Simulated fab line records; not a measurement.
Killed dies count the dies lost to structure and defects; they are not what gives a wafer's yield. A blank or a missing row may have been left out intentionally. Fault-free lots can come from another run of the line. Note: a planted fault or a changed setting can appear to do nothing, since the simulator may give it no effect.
Chamber matching :: flow n5_finfet :: N5_BEOL_M14_ETCH_67 on rie_diel-04 has 4 sister chambers
The step etches SiARC in CF4, target depth 143 nm, time 238.3 s. 4 wafers are shown with their chamber, then 9 later ones without.

## WAFERS, EACH WITH ITS CHAMBER
wafer: L077.4
chamber: 0
showerhead_plenum_p_Torr (Torr): 2.11

wafer: L083.5
chamber: 2
showerhead_plenum_p_Torr (Torr): 2.03

wafer: L084.3
chamber: 3
showerhead_plenum_p_Torr (Torr): 2.21

wafer: L084.6
chamber: 1
showerhead_plenum_p_Torr (Torr): 2.24

## WAFERS WHOSE CHAMBER IS MISSING
wafer: L091.4
showerhead_plenum_p_Torr (Torr): 2.21

wafer: L091.5
showerhead_plenum_p_Torr (Torr): 2.24

wafer: L091.6
showerhead_plenum_p_Torr (Torr): 2.10

wafer: L092.1
showerhead_plenum_p_Torr (Torr): 2.28

wafer: L092.4
showerhead_plenum_p_Torr (Torr): 2.21

wafer: L092.6
showerhead_plenum_p_Torr (Torr): 2.24

wafer: L093.3
showerhead_plenum_p_Torr (Torr): 2.21

wafer: L093.5
showerhead_plenum_p_Torr (Torr): 2.09

wafer: L093.6
showerhead_plenum_p_Torr (Torr): 2.21

## WHICH CHAMBER EACH ONE RAN IN
wafer: L091.4
from the rows above: can't be placed: 3 or 1
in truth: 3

wafer: L091.5
from the rows above: can't be placed: 1 or 3
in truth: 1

wafer: L091.6
from the rows above: 0
in truth: 0

wafer: L092.1
from the rows above: can't be placed: 1 or 3
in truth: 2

wafer: L092.4
from the rows above: can't be placed: 3 or 1
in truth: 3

wafer: L092.6
from the rows above: can't be placed: 1 or 3
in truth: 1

wafer: L093.3
from the rows above: can't be placed: 3 or 1
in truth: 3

wafer: L093.5
from the rows above: 0
in truth: 0

wafer: L093.6
from the rows above: can't be placed: 3 or 1
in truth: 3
Correct placement for 2 of the 9. Can't be placed from these rows: 7 (the true chamber is among the candidates in 6). 0 placed wrongly.
How it was worked out, from the rows above alone: a wafer's distance from a chamber is the root of the sum, over the readings, of the square of ((its reading less the chamber's mean) divided by the reading's scatter). The wafer belongs to the nearest chamber; if the next one is less than 2 further off, it can't be placed. The mean given for a chamber averages the wafers shown for that chamber. The scatter (one wafer shown for each chamber): square how far every hidden wafer sits from the nearest shown wafer, average those squares and take the square root.
